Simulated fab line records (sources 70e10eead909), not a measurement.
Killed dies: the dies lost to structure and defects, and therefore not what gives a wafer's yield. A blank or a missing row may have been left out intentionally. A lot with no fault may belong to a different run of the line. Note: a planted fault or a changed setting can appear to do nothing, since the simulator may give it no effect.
fab line records	flow nand-harc
[record] lots = 14	wafers = 41	last-day = 24
route steps=1159 shown A_BLC@980 A_M0@1001
lots that met no fault: taken from a fault-free run of the same line
start-h: the number of hours between the record's first day and the start of the first shown wafer of the lot	wait-h: hours from the lot's prior step to this one	" same as the row above	L1.1+2: several wafers, shown together as one row	- no value, or no start given	* or withheld: withheld	< > ~ a bound
route shown NAME@n: NAME is a module with steps in the file, n the number in the route of the first one	usual: the fault-free wafers' mean and standard deviation	same: alike in all rows	chamber/n: place in a boat	sites: the reading at each site	_std_site: how widely they spread, as a standard deviation	_edge_site: inner sites' mean taken away from outer sites' mean	radius-mm: how far each site lies from the wafer's centre	mask NAME#n: copy n	behind: the last tool/chamber to shape the wafer	hold: reason for holding the lot/hours on hold/outcome of the hold	device: which transistor (n, p or np) failed to switch	end of line: the tests these same wafers got at the end of their route	step lacking rows: just its recipe	killed: dies that structure and defects cost at the first sort, which is not the same as the wafer's yield	map: dies across one wafer; x = killed, . = not, _ = none there
set.NAME: setting as actually run; set.NAME@STEP: the setting as run at that earlier step	model.NAME: the simulator's own value behind a step, which no gauge read
route steps across a sampled set of lots; one table per step, one row per wafer
services: when a tool's chamber went out of use (start-h, in hours from the record's first day, below 0 if earlier), for how many hours, and the reason
[[steps]]
[step NHARC_A_BLC_ETCH_18]
[recipe] target-depth-a = 9100	c4f8-flow-sccm = 20	o2-flow-sccm = 10	ar-flow-sccm = withheld	rf-w = 600	bias-w = 1500	chemistry = C4F8/O2/Ar
[usual] oes-product-au = 0.949/0.02	rf-vpp-V = 978/4.4
lot.wafer	tool	chamber	start-h	wait-h	oes-product-au	rf-hours-counter-h	rf-vpp-V
L922.3	rie-diel-10	0	-	-	0.940	4	974
L922.1	"	2	"	"	0.931	4	978
L922.2	"	3	"	"	0.928	4	974
L925.2	rie-diel-10	3	-	-	0.982	5	973
L925.3	"	0	"	"	0.959	5	974
L925.5	"	3	"	"	0.982	-	973
L923.3	rie-diel-04	3	-	-	0.933	10	984
L923.2	"	1	"	"	0.943	9	985
L923.5	"	3	"	"	0.929	-	983
L924.1	rie-diel-10	1	-	-	0.952	4	978
L924.2	"	3	"	"	0.965	6	972
L924.3	"	0	"	"	0.978	5	974
L926.4	rie-diel-07	3	-	-	0.957	1	978
L926.2	"	1	"	"	0.986	1	977
L926.5	"	3	"	"	0.959	-	977
L928.1	rie-diel-04	3	-	-	0.925	12	984
L928.4	"	0	"	"	0.933	11	979
L928.2	"	1	"	"	0.938	12	985
L929.3	rie-diel-10	0	-	-	0.964	8	973
L929.6	"	3	"	"	0.957	-	972
L929.5	"	0	"	"	0.965	-	973
L930.4	rie-diel-10	2	-	-	0.942	11	978
L930.1	"	0	"	"	0.953	10	974
L930.5	"	1	"	"	0.946	-	977
L931.1	rie-diel-04	1	-	-	0.935	13	984
L931.5	"	0	"	"	0.928	-	982
L931.6	"	1	"	"	0.941	-	985
L935.3	rie-diel-04	0	-	-	0.989	14	981
L935.5	"	3	"	"	0.964	-	983
L935.6	"	0	"	"	0.976	-	980
L932.4	rie-diel-04	0	-	-	0.931	15	981
L932.5	"	0	"	"	0.919	-	981
L932.6	"	1	"	"	0.946	-	984
L934.2	rie-diel-07	0	-	-	0.937	16	980
L934.3	"	3	"	"	0.925	15	978
L933.3	rie-diel-10	3	-	-	0.929	11	972
L933.2	"	2	"	"	0.919	12	977
L933.5	"	3	"	"	0.921	-	973
L943.3	rie-diel-04	0	-	-	0.924	3	981
L943.5	"	0	"	"	0.927	-	981
L943.6	"	1	"	"	0.928	-	985
[step NHARC_A_BLC_CD_MEAS_19]
[usual] cd-nm = 100.3/2.4
lot.wafer	tool	chamber	start-h	wait-h	cd-nm
L922.1	cd-sem-02	-	391.96	-	95.8
L922.2	"	-	"	"	102.2
L922.3	"	-	"	"	99.4
L925.2	cd-sem-02	-	399.40	-	101.2
L925.3	"	-	"	"	103.9
L925.5	"	-	"	"	99.3
L923.2	cd-sem-01	-	402.96	-	100.5
L923.3	"	-	"	"	99.1
L923.5	"	-	"	"	98.6
L924.1	cd-sem-03	-	404.46	-	102.2
L924.2	"	-	"	"	100.9
L924.3	"	-	"	"	103.6
L926.2	cd-sem-03	-	420.00	-	97.6
L926.4	"	-	"	"	98.5
L926.5	"	-	"	"	99.2
L928.1	cd-sem-03	-	421.06	-	99.8
L928.2	"	-	"	"	101.5
L928.4	"	-	"	"	99.9
L929.3	cd-sem-02	-	433.30	-	100.0
L929.5	"	-	"	"	100.2
L929.6	"	-	"	"	98.2
L930.1	cd-sem-02	-	446.05	-	95.9
L930.4	"	-	"	"	99.2
L930.5	"	-	"	"	97.5
L931.1	cd-sem-02	-	446.75	-	98.5
L931.5	"	-	"	"	98.6
L931.6	"	-	"	"	97.9
L935.3	cd-sem-03	-	451.14	-	102.7
L935.5	"	-	"	"	98.5
L935.6	"	-	"	"	104.9
L932.4	cd-sem-02	-	455.07	-	101.2
L932.5	"	-	"	"	100.1
L932.6	"	-	"	"	99.1
L934.2	cd-sem-02	-	464.85	-	100.2
L934.3	"	-	"	"	96.1
L933.2	cd-sem-02	-	465.60	-	95.4
L933.3	"	-	"	"	98.3
L933.5	"	-	"	"	99.5
L943.3	cd-sem-03	-	525.93	-	100.5
L943.5	"	-	"	"	103.4
L943.6	"	-	"	"	101.5
[step NHARC_A_M0_EXPOSE_06]
[recipe] na = 1.35	target-cd-nm = 80	dose-mj = 83.25	mask-id = A_M0
lot.wafer	tool	chamber	start-h	wait-h	mask
L922.1+2+3	arfi-scanner-02	0	399.43	-	A_M0#0
L925.2+3+5	arfi-scanner-02	0	402.83	-	A_M0#0
L923.2+3+5	arfi-scanner-03	0	409.83	-	A_M0#0
L924.1+2+3	arfi-scanner-01	0	410.43	-	A_M0#0
L926.2+4+5	arfi-scanner-01	0	422.88	-	A_M0#0
L928.1+2+4	arfi-scanner-02	0	427.46	-	A_M0#0
L929.3+5+6	arfi-scanner-01	0	438.46	-	A_M0#0
L930.1+4+5	arfi-scanner-01	0	449.00	-	A_M0#0
L931.1+5+6	arfi-scanner-03	0	449.72	-	A_M0#0
L935.3+5+6	arfi-scanner-02	0	453.92	-	A_M0#0
L932.4+5+6	arfi-scanner-02	0	458.68	-	A_M0#0
L934.2+3	arfi-scanner-02	0	469.95	-	A_M0#0
L933.2+3+5	arfi-scanner-02	0	470.39	-	A_M0#0
L943.3+5+6	arfi-scanner-01	0	533.06	-	A_M0#0
[step NHARC_A_M0_CD_MEAS_09]
[recipe] target-cd-nm = 80	landing-energy-ev = 500
[usual] cd-nm = 80.0/0.72
lot.wafer	tool	chamber	start-h	wait-h	cd-nm
L922.1	cd-sem-03	0	399.57	-	79.4
L922.2	"	0	"	"	79.0
L922.3	"	0	"	"	78.8
L925.2	cd-sem-02	0	402.97	-	80.6
L925.3	"	0	"	"	80.1
L925.5	"	0	"	"	80.4
L923.2	cd-sem-02	0	409.97	-	79.9
L923.3	"	0	"	"	80.4
L923.5	"	0	"	"	79.6
L924.1	cd-sem-02	0	410.57	-	80.3
L924.2	"	0	"	"	79.7
L924.3	"	0	"	"	80.4
L926.2	cd-sem-02	0	423.02	-	78.9
L926.4	"	0	"	"	78.6
L926.5	"	0	"	"	79.3
L928.1	cd-sem-02	0	427.61	-	80.5
L928.2	"	0	"	"	80.1
L928.4	"	0	"	"	79.6
L929.3	cd-sem-03	0	438.59	-	79.2
L929.5	"	0	"	"	80.6
L929.6	"	0	"	"	80.2
L930.1	cd-sem-01	0	449.14	-	79.8
L930.4	"	0	"	"	79.6
L930.5	"	0	"	"	80.4
L931.1	cd-sem-02	0	449.86	-	80.8
L931.5	"	0	"	"	80.0
L931.6	"	0	"	"	80.9
L935.3	cd-sem-02	0	454.06	-	78.7
L935.5	"	0	"	"	79.7
L935.6	"	0	"	"	78.9
L932.4	cd-sem-03	0	458.82	-	80.3
L932.5	"	0	"	"	79.4
L932.6	"	0	"	"	80.7
L934.2	cd-sem-03	0	470.09	-	80.9
L934.3	"	0	"	"	69.8
L933.2	cd-sem-01	0	470.53	-	79.4
L933.3	"	0	"	"	71.3
L933.5	"	0	"	"	69.3
L943.3	cd-sem-01	0	533.19	-	78.8
L943.5	"	0	"	"	80.0
L943.6	"	0	"	"	79.8
[step NHARC_A_M0_CD_MEAS_16]
[usual] cd-nm = 80.0/0.8
lot.wafer	tool	chamber	start-h	wait-h	cd-nm
L922.1	cd-sem-01	-	400.05	-	79.8
L922.2	"	-	"	"	78.9
L922.3	"	-	"	"	79.7
L925.2	cd-sem-02	-	403.46	-	79.8
L925.3	"	-	"	"	79.8
L925.5	"	-	"	"	80.1
L923.2	cd-sem-01	-	410.48	-	80.9
L923.3	"	-	"	"	80.7
L923.5	"	-	"	"	79.9
L924.1	cd-sem-01	-	411.05	-	80.6
L924.2	"	-	"	"	80.2
L924.3	"	-	"	"	80.0
L926.2	cd-sem-02	-	423.50	-	79.4
L926.4	"	-	"	"	79.0
L926.5	"	-	"	"	79.1
L928.1	cd-sem-03	-	428.09	-	79.9
L928.2	"	-	"	"	80.0
L928.4	"	-	"	"	81.0
L929.3	cd-sem-01	-	439.09	-	80.0
L929.5	"	-	"	"	80.9
L929.6	"	-	"	"	80.2
L930.1	cd-sem-01	-	449.62	-	79.2
L930.4	"	-	"	"	79.0
L930.5	"	-	"	"	80.7
L931.1	cd-sem-03	-	450.36	-	80.5
L931.5	"	-	"	"	80.1
L931.6	"	-	"	"	81.1
L935.3	cd-sem-02	-	454.56	-	78.9
L935.5	"	-	"	"	79.4
L935.6	"	-	"	"	78.3
L932.4	cd-sem-01	-	459.31	-	79.6
L932.5	"	-	"	"	78.8
L932.6	"	-	"	"	79.8
L933.2	cd-sem-03	-	471.01	-	80.2
L933.3	"	-	"	"	71.6
L933.5	"	-	"	"	70.6
L934.2	cd-sem-02	-	471.06	-	80.9
L934.3	"	-	"	"	69.6
L943.3	cd-sem-02	-	533.68	-	80.1
L943.5	"	-	"	"	79.7
L943.6	"	-	"	"	78.9
[step NHARC_A_M0_PRE_CLEAN_29]
[recipe] time-s = 30	temp-c = 280	gas = H2/He
[usual] heater-power-w = 412/39
lot.wafer	tool	chamber	start-h	wait-h	heater-power-w
L922.2	pvd-sputter-03	-	-	-	459
L922.3	"	-	"	"	407
L922.1	"	-	"	"	476
L925.2	pvd-sputter-03	-	-	-	459
L925.3	"	-	"	"	462
L925.5	"	-	"	"	480
L923.3	pvd-sputter-03	-	-	-	377
L923.2	"	-	"	"	461
L923.5	"	-	"	"	393
L924.1	pvd-sputter-02	-	-	-	488
L924.3	"	-	"	"	440
L924.2	"	-	"	"	363
L926.4	pvd-sputter-03	-	-	-	389
L926.2	"	-	"	"	473
L926.5	"	-	"	"	450
L928.4	pvd-sputter-03	-	-	-	395
L928.1	"	-	"	"	377
L928.2	"	-	"	"	461
L929.3	pvd-sputter-01	-	-	-	424
L929.6	"	-	"	"	409
L929.5	"	-	"	"	407
L930.4	pvd-sputter-01	-	-	-	371
L930.1	"	-	"	"	432
L930.5	"	-	"	"	362
L931.1	pvd-sputter-03	-	-	-	384
L931.5	"	-	"	"	386
L931.6	"	-	"	"	453
L935.3	pvd-sputter-01	-	-	-	377
L935.6	"	-	"	"	409
L935.5	"	-	"	"	422
L932.4	pvd-sputter-01	-	-	-	404
L932.6	"	-	"	"	407
L932.5	"	-	"	"	421
L933.3	pvd-sputter-03	-	-	-	457
L933.2	"	-	"	"	396
L933.5	"	-	"	"	415
L934.3	pvd-sputter-01	-	-	-	376
L934.2	"	-	"	"	408
L943.3	pvd-sputter-01	-	-	-	373
L943.5	"	-	"	"	359
L943.6	"	-	"	"	375
[[services]]
tool	chamber	start-h	hours	kind
arfi-scanner-01	-	368.27	4.0	pm
pvd-sputter-01	-	368.83	10.0	pm
pvd-sputter-03	-	370.71	28.2	repair
pvd-sputter-02	-	393.43	10.0	pm
arfi-scanner-03	-	404.10	0.2	repair
rie-diel-07	-	405.35	9.0	pm
arfi-scanner-02	-	428.00	4.0	pm
rie-diel-10	1	434.23	1.6	repair
arfi-scanner-02	-	436.36	17.2	repair
rie-diel-07	3	437.54	1.3	repair
pvd-sputter-03	-	458.00	10.0	pm
rie-diel-04	-	465.99	9.0	pm
arfi-scanner-01	-	467.87	0.2	repair
arfi-scanner-03	-	484.00	4.0	pm
rie-diel-07	2	485.03	5.6	repair
rie-diel-04	0	488.83	14.5	repair
arfi-scanner-03	-	488.92	6.2	repair
arfi-scanner-01	-	496.39	1.4	repair
rie-diel-04	3	513.05	4.0	repair
arfi-scanner-01	-	513.39	5.1	repair
arfi-scanner-03	-	517.23	4.9	repair
pvd-sputter-01	-	521.16	2.6	repair
rie-diel-04	2	522.93	7.4	repair
rie-diel-10	-	530.51	9.0	pm
[[key]]
[first-sign] step = NHARC_A_M0_CD_MEAS_09	reading = cd-nm	direction = down	sigmas = 14	usual = 80.0	struck = 70.1
[effect] step = NHARC_A_M0_CD_MEAS_16	reading = cd-nm	direction = down	sigmas = 12	usual = 80.0	struck = 70.6
met-at NHARC_A_M0_EXPOSE_06
struck-lots L933,L934
struck-wafers L933.3,L933.5,L934.3
sort-left-out L933.3,L933.5,L934.3
not-acting-at NHARC_A_BLC_ETCH_18,NHARC_A_BLC_CD_MEAS_19,NHARC_A_M0_PRE_CLEAN_29
onset-between 458.68 469.95
[fault] kind = process-parameter-drift	tool = arfi-scanner-02	chamber = -	onset-h = 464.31	steps = NHARC_A_M0_EXPOSE_06	channel = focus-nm	offset = 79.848	shape = step	end-h = 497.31	scope = struck-wafers-only
// sort-left-out: the simulated sort isn't trusted on such a fault, so these wafers' sort isn't shown, and their yield isn't known
